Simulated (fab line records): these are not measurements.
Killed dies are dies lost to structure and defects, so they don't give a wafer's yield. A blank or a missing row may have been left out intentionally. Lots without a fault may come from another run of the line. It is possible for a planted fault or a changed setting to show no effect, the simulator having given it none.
Which tool is to blame? | flow nand harc | 11 lots, 33 wafers sampled, at 4 steps of a route of 1159

WHAT EACH GAUGE READ, for each wafer
NHARC_A_M1_CD_MEAS_09: the cd target is 120 nm.
lot  | measured     | on        | cd nm (nm)
L872 | day 17 21:57 | cd sem-02 | 120.5 120.3 120.1
L874 | day 18 07:00 | cd sem-02 | 120.1 120.1 120.6
L876 | day 18 14:49 | cd sem-02 | 121.0 120.6 120.1
L877 | day 19 05:02 | cd sem-03 | 120.0 120.9 120.4
L878 | day 19 19:06 | cd sem-03 | 120.3 119.9 119.9
L880 | day 20 04:39 | cd sem-02 | 120.0 119.7 120.6
L883 | day 21 04:07 | cd sem-01 | 127.7 127.4 127.8
L885 | day 21 19:47 | cd sem-01 | 120.0 120.3 120.6
L888 | day 22 15:13 | cd sem-01 | 126.6 126.0 126.0
L890 | day 22 15:22 | cd sem-01 | 120.1 120.4 120.5
L891 | day 22 18:29 | cd sem-03 | 120.5 119.9 120.2

WHAT TOOL EACH LOT RAN ON (gives the tool, then ch and the chambers of the sampled wafers, and finally the start)
lot  | NHARC_A_BLC_CVD_24                       | NHARC_A_M0_PRE_CLEAN_31         | NHARC_A_M1_EXPOSE_06
L872 | cvd w-01 ch 0,1, day 17 20:39 or earlier | pecvd-02 ch 0,1,2, day 17 20:39 | arfi scanner-02 ch 0, day 17 21:49
L874 | cvd w-02 ch 0,1, day 18 05:40 or earlier | pecvd-01 ch 1,2, day 18 05:40   | arfi scanner-03 ch 0, day 18 06:52
L876 | cvd w-01 ch 0,1, day 18 13:35 or earlier | pecvd-03 ch 0,2, day 18 13:35   | arfi scanner-03 ch 0, day 18 14:40
L877 | cvd w-02 ch 0,1, day 19 03:40 or earlier | pecvd-03 ch 0,1,2, day 19 03:40 | arfi scanner-01 ch 0, day 19 04:53
L878 | cvd w-01 ch 0,1, day 19 17:47 or earlier | pecvd-01 ch 0,1,2, day 19 17:47 | arfi scanner-02 ch 0, day 19 18:58
L880 | cvd w-02 ch 0,1, day 20 03:20 or earlier | pecvd-02 ch 0,1,2, day 20 03:20 | arfi scanner-01 ch 0, day 20 04:31
L883 | cvd w-02 ch 0,1, day 21 02:49 or earlier | pecvd-01 ch 0,2, day 21 02:49   | arfi scanner-02 ch 0, day 21 03:59
L885 | cvd w-01 ch 0,1, day 21 18:28 or earlier | pecvd-01 ch 1,2, day 21 18:28   | arfi scanner-01 ch 0, day 21 19:39
L888 | cvd w-01 ch 1, day 22 13:50 or earlier   | pecvd-01 ch 1,2, day 22 13:50   | arfi scanner-02 ch 0, day 22 15:05
L890 | cvd w-02 ch 0,1, day 22 14:01 or earlier | pecvd-03 ch 0,1,2, day 22 14:01 | arfi scanner-03 ch 0, day 22 15:14
L891 | cvd w-01 ch 0,1, day 22 17:13 or earlier | pecvd-03 ch 0,1,2, day 22 17:13 | arfi scanner-03 ch 0, day 22 18:22
- NHARC_A_BLC_CVD_24: deposits W, target thk 150 nm, time 434 s.
- NHARC_A_M0_PRE_CLEAN_31: time 12 s.
- NHARC_A_M1_EXPOSE_06: exposes mask A M1, target cd 120 nm.

AS READ BY THE TOOLS THEMSELVES (means over the sampled wafers that have a number; for cases with no such wafer, the mark the record gives instead)
NHARC_A_BLC_CVD_24.
lot  | tool     | chamber pressure Torr (Torr) | heater power w (W) | susceptor temp C (C) | throttle valve pct (%)
L872 | cvd w-01 | 39.97                        | 447                | 300.06               | 7.9
L874 | cvd w-02 | 39.98                        | 483                | -                    | 8.3
L876 | cvd w-01 | 40.02                        | 444                | 299.99               | 8.0
L877 | cvd w-02 | 39.96                        | 442                | 299.98               | 7.9
L878 | cvd w-01 | 40.00                        | 454                | 300.01               | 7.8
L880 | cvd w-02 | 39.95                        | 486                | -                    | 8.2
L883 | cvd w-02 | 39.93                        | 481                | 300.11               | 8.1
L885 | cvd w-01 | 39.96                        | 459                | 299.90               | 7.7
L888 | cvd w-01 | 39.93                        | 459                | 300.15               | 7.3
L890 | cvd w-02 | 40.02                        | 436                | 299.94               | 8.1
L891 | cvd w-01 | 40.09                        | 452                | 299.95               | 8.1

NHARC_A_M0_PRE_CLEAN_31.
lot  | tool     | heater power w (W) | susceptor temp C (C)
L872 | pecvd-02 | 627                | 370.12
L874 | pecvd-01 | 634                | 369.77
L876 | pecvd-03 | 674                | 369.95
L877 | pecvd-03 | 662                | 369.90
L878 | pecvd-01 | 622                | 369.98
L880 | pecvd-02 | 646                | 369.82
L883 | pecvd-01 | 653                | 370.20
L885 | pecvd-01 | 606                | 369.96
L888 | pecvd-01 | 642                | 369.94
L890 | pecvd-03 | 688                | 370.05
L891 | pecvd-03 | 691                | 370.10

NHARC_A_M1_EXPOSE_06.
lot  | tool            | exposure dose mJ cm2
L872 | arfi scanner-02 | 75.08
L874 | arfi scanner-03 | 75.16
L876 | arfi scanner-03 | 75.04
L877 | arfi scanner-01 | 75.07
L878 | arfi scanner-02 | 75.18
L880 | arfi scanner-01 | 75.12
L883 | arfi scanner-02 | 84.48
L885 | arfi scanner-01 | 75.11
L888 | arfi scanner-02 | 82.57
L890 | arfi scanner-03 | 75.11
L891 | arfi scanner-03 | 75.20

THE ANSWER, worked out from the rows above alone
Rule: what is usual is taken from the lots themselves. Put in order of their means at a reading, lots are off if they are a third of the lots or fewer, leave a main group of 4 or more, and stand apart from it by a gap of 3 or more times the standard deviation of the main group's means; of several such gaps the widest counts. The tables above print the reading to a certain number of digits; a main group whose means all agree to those digits is not used. Also off: a lot with no number at a reading for which 4 or more lots have one. Any other lot the step has rows for is counted as sound. Order of review: gauges by route order, followed by the tools' own readings, for which a lot's mean as printed above is used. At the first step where some lot is off, the reading lying furthest off is the one used; lots without a number count as furthest.
Off at NHARC_A_M1_CD_MEAS_09 (cd nm): L883, L888. Main group: mean 120.3 nm, sd 0.15.
A tool fits if, at a process step before that reading, it ran every lot that is off, and no sound lot after the first of them. The gauges at NHARC_A_M1_CD_MEAS_09 aren't tried: what is off there is off at NHARC_A_M1_EXPOSE_06 too, on other tools, and a gauge's error can't cause that. Because NHARC_A_BLC_CVD_24 lacks a start for some lots, the hours and order of its lots are taken from NHARC_A_M0_PRE_CLEAN_31. One fits: NHARC_A_M1_EXPOSE_06 on arfi scanner-02. A fault onset in the window from L878 (day 19 18:58, its last sound lot) to L883 (day 21 03:59, its first lot off) fits.
The tool's own readings at NHARC_A_M1_EXPOSE_06 bear it out: on the lots that are off they differ by more than 5 times the standard deviation of the sound lots' means. exposure dose mJ cm2 reads 83.53 there against 75.12 on the sound lots.

WHAT THE SIMULATOR HAD PUT IN
Process parameter drift: arfi scanner-02, from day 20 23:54 on, at NHARC_A_M1_EXPOSE_06. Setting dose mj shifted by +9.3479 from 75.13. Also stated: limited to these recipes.
Shown lots that were struck: L883, L888. Same finding as the rule above.
